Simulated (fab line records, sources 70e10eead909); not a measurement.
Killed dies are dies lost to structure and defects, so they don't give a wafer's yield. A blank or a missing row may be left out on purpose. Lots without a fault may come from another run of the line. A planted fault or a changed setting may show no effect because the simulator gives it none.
A struck lot beside a sound one | flow nand_harc | 17 steps out of a route of 1302
Sound: wafers L729.2, L729.4, L729.5. Struck: wafers L739.1, L739.2. (L739.3 of the same lot was not struck and is left out.) The cause comes at the end.
At each step with rows: each side's tool, then ch and its chambers, then its first start. Under that, the readings that differ: sound wafers | struck wafers | difference of the means | sigmas: that difference in standard deviations of wafers without a fault.
alike: readings whose means differ by less than 2 such deviations, and words and numbers that are the same on both sides. not compared: withheld readings, readings that some wafer has no value for, bounds like >300 that may hide the same value, and numbers for which the record gives no deviation and whose values overlap.
The two part at a step that has a row with sigmas, a row that says differs or no value, or rows on one side only. Numbers that don't overlap but have no deviation are shown without sigmas and don't part them. A reading that every wafer of one side lacks parts them only if that side has two wafers or more.

NHARC_A_SGD_CUT_CD_MEAS_09: target cd 100 nm.
  sound on cd_sem-01 ch 0, day 23 18:17; struck on cd_sem-03 ch 0, day 27 23:46
  alike: cd_nm
NHARC_A_SGD_CUT_OVL_MEAS_10:
  sound on overlay-02, day 23 18:23; struck on overlay-02, day 27 23:51
  reading           | sound       | struck    | difference | sigmas
  overlay_x_nm (nm) | 0.6 0.8 0.8 | -1.0 -0.5 | -1.5       | -2
  alike: overlay_y_nm
NHARC_A_SGD_CUT_INSPECT_11:
  sound on defect_inspect-01, day 23 18:25; struck on defect_inspect-01, day 27 23:53
  reading          | sound    | struck | difference | sigmas
  raw_defect_count | 11 15 12 | 74 93  | +71        | +3
then, 1 step without rows for these wafers: NHARC_A_SGD_CUT_DESCUM_14 (chemistry O2, time 3 s).
NHARC_A_SGD_CUT_ETCH_58: etches the open film in CF4, target depth 39 nm, time 65 s.
  sound on rie_diel-02 ch 1,3, day 23 18:34; struck on rie_diel-02 ch 0,3, day 28 00:02
  alike: drypump_motor_current_A, oes_product_au, rf_vpp_V, showerhead_plenum_p_Torr, throttle_valve_pct
  not compared: rf_hours_counter_h
NHARC_A_SGD_CUT_ETCH_59: etches the open film in N2/H2, target depth 260 nm, time 406.25 s.
  sound on rie_diel-02 ch 0,1,2; struck on rie_diel-02 ch 0,3
  alike: drypump_motor_current_A, n2_flow_sccm, oes_product_au, rf_vpp_V, showerhead_plenum_p_Torr, throttle_valve_pct
  not compared: rf_hours_counter_h
NHARC_A_SGD_CUT_ETCH_15: etches the open film in CH3F/O2, target depth 75 nm, time 64.3 s.
  sound on rie_diel-02 ch 0,3; struck on rie_diel-02 ch 2,3
  alike: ch3f_flow_sccm, drypump_motor_current_A, oes_product_au, rf_vpp_V, showerhead_plenum_p_Torr, throttle_valve_pct
  not compared: rf_hours_counter_h
NHARC_A_SGD_CUT_ETCH_16: etches the open film in C4F8/O2/Ar, target depth 310.5 nm, time 155.2 s.
  sound on rie_diel-02 ch 0,1; struck on rie_diel-02 ch 2,3
  reading      | sound       | struck  | difference | sigmas
  rf_vpp_V (V) | 716 718 716 | 726 725 | +9         | +2
  alike: oes_product_au
  not compared: rf_hours_counter_h
then, 1 step without rows for these wafers: NHARC_A_SGD_CUT_STRIP_60 (strips in C4F8/O2/Ar).
NHARC_A_SGD_CUT_STRIP_17: strips in O2.
  sound on rie_diel-02 ch 0,1,3; struck on rie_diel-02 ch 0,1
  alike: drypump_motor_current_A, oes_product_au, rf_vpp_V, showerhead_plenum_p_Torr, throttle_valve_pct
  not compared: rf_hours_counter_h
then, 2 steps without rows for these wafers: NHARC_A_SGD_CUT_PRECLEAN_18 (cleans in SC1); NHARC_A_SGD_CUT_SRD_19.
NHARC_A_SGD_CUT_DEP_20: deposits SiO2, target thk 150 nm.
  sound on fcvd-02 ch 0, day 23 19:35; struck on fcvd-02 ch 0,1, day 28 01:05
then, 1 step without rows for these wafers: NHARC_A_SGD_CUT_ANNEAL_27 (time 1800 s).
NHARC_A_SGD_CUT_CMP_21: polishes, target thk 148.19 nm.
  sound on cmp-01 ch 1,2,3, day 24 02:52; struck on cmp-02 ch 1,3, day 28 06:16
  reading                | sound    | struck | difference | sigmas
  time_to_endpoint_s (s) | 50 45 47 | 29 27  | -19        | -6
  alike: edge_zone_pressure_frac, motor_current_A, retaining_ring_pressure_frac
NHARC_A_SGD_CUT_THK_MEAS_22: measures by ellipsometry.
  sound on film_metro-02, day 24 03:04; struck on film_metro-02, day 28 06:30
  reading     | sound             | struck    | difference | sigmas
  thk_nm (nm) | 149.7 148.0 145.6 | 86.7 87.9 | -60.5      | -43
then, 1 step without rows for these wafers: NHARC_A_SGD_CUT_SRD_23.

WHERE THEY PART
First at NHARC_A_SGD_CUT_OVL_MEAS_10; last, within this record, at NHARC_A_SGD_CUT_THK_MEAS_22.

WHY: what the simulator had put in
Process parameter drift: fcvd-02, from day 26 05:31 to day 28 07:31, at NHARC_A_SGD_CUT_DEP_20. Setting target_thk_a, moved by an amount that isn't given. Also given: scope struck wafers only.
